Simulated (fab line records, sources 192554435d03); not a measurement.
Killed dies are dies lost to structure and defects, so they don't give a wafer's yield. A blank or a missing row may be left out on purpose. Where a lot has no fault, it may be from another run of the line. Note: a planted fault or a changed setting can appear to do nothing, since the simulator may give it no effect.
fab line records -- flow n5_finfet
record: lots: 14, wafers: 37, last_day: 19
route steps=1938 shown BEOL_M11@1568 PASSIVATION@1936
lots with no fault: from the same line, run without faults
start_h: hours from the record's first day to the start of the lot's first wafer shown -- wait_h: hours elapsed since this lot's preceding step -- " identical to the entry in the row above -- L1.1+2: one row covering several wafers at once -- - no value, or no start given -- * or withheld: withheld -- < > ~ a bound
route shown NAME@n: NAME is a module with steps in the file, n the number in the route of the first one -- usual: mean and standard deviation over wafers with no fault -- same: alike in all rows -- chamber/n: place in a boat -- sites: each site's reading -- _std_site: standard deviation of those values -- _edge_site: the outer-site mean with the inner-site mean subtracted -- radius_mm: for every site, how far away it sits from the centre of the wafer -- mask NAME#n: copy n -- behind: the most recent tool/chamber to have shaped the wafer -- hold: the reason the lot was held/the length of the hold in hours/how it ended -- device: transistor that didn't switch, given as n, p or np -- end of line: the tests these same wafers got at the end of their route -- a step with no rows: only its recipe -- killed: not the wafer's yield, but the dies lost to structure and defects at the first sort -- map: per-die view of a wafer (x killed, . not killed, _ where there is no die)
set.NAME: setting as actually run; set.NAME@STEP: the setting as run at that earlier step -- model.NAME: the simulator's own value behind a step, which no gauge read
route steps across a sampled set of lots; one table per step, one row per wafer
services: from which hour (start_h, from the record's first day; less than 0 if before it) a tool's chamber was out of use, for how many hours, and why
== steps ==
step: N5_BEOL_M11_CD_MEAS_28
recipe: target_cd_nm: 70, landing_energy_ev: 500, detector: se_inlens, polarity: opening
usual: cd_nm: 69.7/0.85
lot.wafer,tool,chamber,start_h,wait_h,cd_nm
L314.1,cd_sem-01,0,227.11,-,68.3
L314.3,cd_sem-01,0,227.11,-,69.5
L317.1,cd_sem-01,0,236.73,-,69.9
L317.2,cd_sem-01,0,236.73,-,69.9
L317.5,cd_sem-01,0,236.73,-,69.5
L319.2,cd_sem-01,0,249.49,-,70.3
L319.3,cd_sem-01,0,249.49,-,70.1
L319.6,cd_sem-01,0,249.49,-,71.0
L320.1,cd_sem-02,0,258.54,-,69.3
L320.2,cd_sem-02,0,258.54,-,68.4
L320.6,cd_sem-02,0,258.54,-,69.7
L322.1,cd_sem-03,0,265.89,-,68.8
L322.2,cd_sem-03,0,265.89,-,70.4
L322.5,cd_sem-03,0,265.89,-,70.5
L324.4,cd_sem-01,0,281.77,-,69.3
L324.5,cd_sem-01,0,281.77,-,69.2
L324.6,cd_sem-01,0,281.77,-,68.8
L326.1,cd_sem-03,0,305.72,-,70.2
L326.2,cd_sem-03,0,305.72,-,70.4
L326.6,cd_sem-03,0,305.72,-,68.1
L329.1,cd_sem-03,0,314.65,-,69.4
L329.5,cd_sem-03,0,314.65,-,70.4
L329.6,cd_sem-03,0,314.65,-,70.1
L328.1,cd_sem-01,0,323.55,-,69.1
L328.3,cd_sem-01,0,323.55,-,69.2
L328.5,cd_sem-01,0,323.55,-,68.9
L331.2,cd_sem-02,0,329.13,-,69.1
L331.4,cd_sem-02,0,329.13,-,68.7
L333.3,cd_sem-01,0,378.15,-,70.5
L333.5,cd_sem-01,0,378.15,-,69.6
L333.6,cd_sem-01,0,378.15,-,70.7
L334.1,cd_sem-02,0,387.73,-,69.1
L334.4,cd_sem-02,0,387.73,-,71.1
L334.5,cd_sem-02,0,387.73,-,69.0
L337.3,cd_sem-02,0,409.44,-,69.4
L337.6,cd_sem-02,0,409.44,-,69.2
L335.2,cd_sem-01,0,420.12,-,70.4
step: N5_BEOL_M11_INSPECT_30
recipe: mode: adi, inspect_instrument: brightfield
usual: raw_defect_count: 377/71
lot.wafer,tool,chamber,start_h,wait_h,raw_defect_count
L314.1,defect_inspect-02,-,227.17,0.0,302
L314.3,defect_inspect-02,-,227.17,0.0,383
L317.1,defect_inspect-01,-,236.78,0.0,357
L317.2,defect_inspect-01,-,236.78,0.0,311
L317.5,defect_inspect-01,-,236.78,0.0,393
L319.2,defect_inspect-02,-,249.55,0.0,376
L319.3,defect_inspect-02,-,249.55,0.0,340
L319.6,defect_inspect-02,-,249.55,0.0,358
L320.1,defect_inspect-02,-,258.60,0.0,370
L320.2,defect_inspect-02,-,258.60,0.0,397
L320.6,defect_inspect-02,-,258.60,0.0,338
L322.1,defect_inspect-02,-,265.95,0.0,438
L322.2,defect_inspect-02,-,265.95,0.0,525
L322.5,defect_inspect-02,-,265.95,0.0,406
L324.4,defect_inspect-02,-,281.82,0.0,330
L324.5,defect_inspect-02,-,281.82,0.0,385
L324.6,defect_inspect-02,-,281.82,0.0,426
L326.1,defect_inspect-01,-,305.78,0.0,363
L326.2,defect_inspect-01,-,305.78,0.0,466
L326.6,defect_inspect-01,-,305.78,0.0,595
L329.1,defect_inspect-01,-,314.70,0.0,435
L329.5,defect_inspect-01,-,314.70,0.0,307
L329.6,defect_inspect-01,-,314.70,0.0,417
L328.1,defect_inspect-02,-,323.60,0.0,405
L328.3,defect_inspect-02,-,323.60,0.0,601
L328.5,defect_inspect-02,-,323.60,0.0,374
L331.2,defect_inspect-01,-,329.19,0.0,391
L331.4,defect_inspect-01,-,329.19,0.0,305
L333.3,defect_inspect-01,-,378.20,0.0,314
L333.5,defect_inspect-01,-,378.20,0.0,305
L333.6,defect_inspect-01,-,378.20,0.0,307
L334.1,defect_inspect-02,-,387.79,0.0,301
L334.4,defect_inspect-02,-,387.79,0.0,362
L334.5,defect_inspect-02,-,387.79,0.0,340
L337.3,defect_inspect-01,-,409.49,0.0,473
L337.6,defect_inspect-01,-,409.49,0.0,443
L335.2,defect_inspect-02,-,420.17,0.0,298
step: N5_BEOL_M11_SURFACE_TREAT_76
recipe: gas: Ar, time_s: *, ion_energy_ev: *, ion_current_ma_cm2: 0.5, pressure_mtorr: *, ar_flow_sccm: 30
usual: throttle_valve_pct: *
lot.wafer,tool,chamber,start_h,wait_h,throttle_valve_pct
L314.1,pvd_sputter-01,-,231.33,0.2,*
L314.3,pvd_sputter-01,-,231.33,0.2,*
L317.1,pvd_sputter-03,-,238.76,0.3,*
L317.2,pvd_sputter-03,-,238.76,0.3,*
L317.5,pvd_sputter-03,-,238.76,0.3,*
L319.2,pvd_sputter-02,-,251.11,0.2,*
L319.3,pvd_sputter-02,-,251.11,0.2,*
L319.6,pvd_sputter-02,-,251.11,0.2,*
L320.1,pvd_sputter-03,-,260.86,0.2,*
L320.2,pvd_sputter-03,-,260.86,0.2,*
L320.6,pvd_sputter-03,-,260.86,0.2,*
L322.1,pvd_sputter-03,-,268.58,0.2,*
L322.2,pvd_sputter-03,-,268.58,0.2,*
L322.5,pvd_sputter-03,-,268.58,0.2,*
L324.4,pvd_sputter-01,-,284.91,0.2,*
L324.5,pvd_sputter-01,-,284.91,0.2,*
L324.6,pvd_sputter-01,-,284.91,0.2,*
L326.1,pvd_sputter-01,-,307.35,0.2,*
L326.2,pvd_sputter-01,-,307.35,0.2,*
L326.6,pvd_sputter-01,-,307.35,0.2,*
L329.1,pvd_sputter-01,-,316.98,1.0,*
L329.5,pvd_sputter-01,-,316.98,1.0,*
L329.6,pvd_sputter-01,-,316.98,1.0,*
L328.1,pvd_sputter-03,-,325.33,0.2,*
L328.3,pvd_sputter-03,-,325.33,0.2,*
L328.5,pvd_sputter-03,-,325.33,0.2,*
L331.2,pvd_sputter-03,-,330.88,0.3,*
L331.4,pvd_sputter-03,-,330.88,0.3,*
L333.3,pvd_sputter-03,-,380.11,0.3,*
L333.5,pvd_sputter-03,-,380.11,0.3,*
L333.6,pvd_sputter-03,-,380.11,0.3,*
L334.1,pvd_sputter-01,-,389.42,0.2,*
L334.4,pvd_sputter-01,-,389.42,0.2,*
L334.5,pvd_sputter-01,-,389.42,0.2,*
L337.3,pvd_sputter-03,-,413.76,1.8,*
L337.6,pvd_sputter-03,-,413.76,1.8,*
L335.2,pvd_sputter-03,-,421.95,0.2,*
step: N5_BEOL_M11_CVD_75
recipe: material: Co, target_thk_a: 20, temp_c: withheld, precursor: CCTBA/H2, pressure_torr: 30, time_s: 138.9
usual: run_length_s: 161.8/0.48
lot.wafer,tool,chamber,start_h,wait_h,run_length_s
L314.1,cvd_co-01,2,231.54,0.2,161.7
L314.3,cvd_co-01,1,231.54,0.2,161.1
L317.1,cvd_co-02,0,239.05,0.3,162.4
L317.2,cvd_co-02,1,239.05,0.3,161.9
L317.5,cvd_co-02,0,239.05,0.3,162.4
L319.2,cvd_co-02,2,251.20,0.1,161.4
L319.3,cvd_co-02,0,251.20,0.1,162.5
L319.6,cvd_co-02,1,251.20,0.1,162.1
L320.1,cvd_co-02,2,260.92,0.0,161.3
L320.2,cvd_co-02,1,260.92,0.0,162.2
L320.6,cvd_co-02,2,260.92,0.0,161.3
L322.1,cvd_co-01,2,268.64,0.0,161.8
L322.2,cvd_co-01,0,268.64,0.0,161.7
L322.5,cvd_co-01,1,268.64,0.0,161.4
L324.4,cvd_co-01,2,285.02,0.1,162.6
L324.5,cvd_co-01,1,285.02,0.1,161.0
L324.6,cvd_co-01,0,285.02,0.1,161.5
L326.1,cvd_co-02,0,307.41,0.0,162.6
L326.2,cvd_co-02,2,307.41,0.0,161.6
L326.6,cvd_co-02,2,307.41,0.0,162.0
L329.1,cvd_co-02,1,317.04,0.0,162.2
L329.5,cvd_co-02,2,317.04,0.0,162.1
L329.6,cvd_co-02,0,317.04,0.0,162.3
L328.1,cvd_co-01,2,325.39,0.0,161.8
L328.3,cvd_co-01,0,325.39,0.0,161.5
L328.5,cvd_co-01,1,325.39,0.0,160.9
L331.2,cvd_co-02,1,331.17,0.3,161.9
L331.4,cvd_co-02,0,331.17,0.3,162.7
L333.3,cvd_co-02,1,380.18,0.0,162.3
L333.5,cvd_co-02,1,380.18,0.0,162.3
L333.6,cvd_co-02,0,380.18,0.0,162.2
L334.1,cvd_co-01,1,389.50,0.1,161.0
L334.4,cvd_co-01,1,389.50,0.1,161.4
L334.5,cvd_co-01,2,389.50,0.1,73.5
L337.3,cvd_co-01,2,413.88,0.1,74.0
L337.6,cvd_co-01,1,413.88,0.1,161.5
L335.2,cvd_co-01,2,422.06,0.1,73.7
step: N5_PASSIVATION_PROBE_49
usual: defect_limited_yield: 91.3/1.7, killed_at_M0_to_M3: 33/9.9, killed_at_M4_up: 14/6.4, killed_at_contacts: 12/7, killed_at_front_end: 41/13, killed_at_other: 3.1/2.9, killed_dies: 103/20, killed_open: 67/14, killed_short: 34/9.4, sort_bin_4_leakage: 0.03/0.24, sort_bin_5_function: 5.1/1.1, sort_bin_6_memory: 3.2/0.79, sort_bin_8_speed: 0.02/0.15, sort_n_pass: 1077/21, sort_yield_pct: 91.2/1.7
same: gross_dies: 1180, killed_at_back_side: 0
lot.wafer,tool,chamber,start_h,wait_h,defect_limited_yield[%],killed_at_M0_to_M3,killed_at_M4_up,killed_at_contacts,killed_at_front_end,killed_at_other,killed_dies,killed_open,killed_short,sort_bin_4_leakage[%],sort_bin_5_function[%],sort_bin_6_memory[%],sort_bin_8_speed[%],sort_n_pass,sort_yield_pct[%]
L314.1,prober-02,-,265.56,0.0,92.0,29,15,11,37,2,94,66,27,0,5.2,2.6,0,1086,92.0
L314.3,prober-02,-,265.66,0.1,90.7,31,16,34,29,0,110,72,37,0,5.6,3.3,0,1070,90.7
killed by level:class
L314.1 FIN_SAQP:geometric_particle:open=16 BEOL_M3:geometric_particle:open=9 MOL_CONTACT_COAG:geometric_particle:open=8 BEOL_M2:geometric_particle:open=6 BEOL_M4:geometric_particle:open=6 FIN_SAQP:geometric_particle:short=5 BEOL_M0_SAQP:geometric_particle:open=5 STI_FIN_REVEAL:geometric_particle:open=3
L314.3 MOL_CONTACT_COAG:geometric_particle:open=20 MOL_CONTACT_COAG:geometric_particle:short=14 BEOL_M3:geometric_particle:open=11 STI_FIN_REVEAL:geometric_particle:open=6 BEOL_M2:geometric_particle:open=6 FIN_SAQP:geometric_particle:open=5 BEOL_M4:geometric_particle:open=5 GATE_CUT:geometric_particle:short=4
== services ==
tool,chamber,start_h,hours,kind
pvd_sputter-02,-,269.38,29.2,repair
cvd_co-01,-,290.66,4.3,pm
cvd_co-02,-,294.99,6.9,pm
cvd_co-02,-,306.01,1.3,repair
cvd_co-02,1,333.40,-,clean
cvd_co-02,1,333.40,22.0,scheduled_down
cvd_co-02,1,333.40,22.0,vent_cycle
cvd_co-01,0,333.47,9.7,repair
cvd_co-02,-,337.74,14.6,pm
pvd_sputter-03,-,355.87,6.6,repair
pvd_sputter-02,-,394.55,4.0,repair
cvd_co-02,-,406.68,0.8,repair
cvd_co-01,-,412.52,1.0,repair
== key ==
first_sign: step: N5_BEOL_M11_CVD_75, reading: run_length_s, direction: down, sigmas: 99+, usual: *, struck: *
effect none on later readings
met_at N5_BEOL_M11_CVD_75
struck_lots L334,L335,L337
struck_wafers L334.5,L335.2,L337.3
rows_end L334.5
not_acting_at N5_BEOL_M11_CD_MEAS_28,N5_BEOL_M11_INSPECT_30,N5_BEOL_M11_SURFACE_TREAT_76
onset_between 325.39 389.50
fault: kind: process_parameter_drift, tool: cvd_co-01, chamber: 2, onset_h: 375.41, steps: N5_BEOL_M11_CVD_75, channel: time_s, offset: *, shape: step, acts_in: *, stated: *
rows_end: these wafers met a further fault down the route, and their rows from its step on are left out
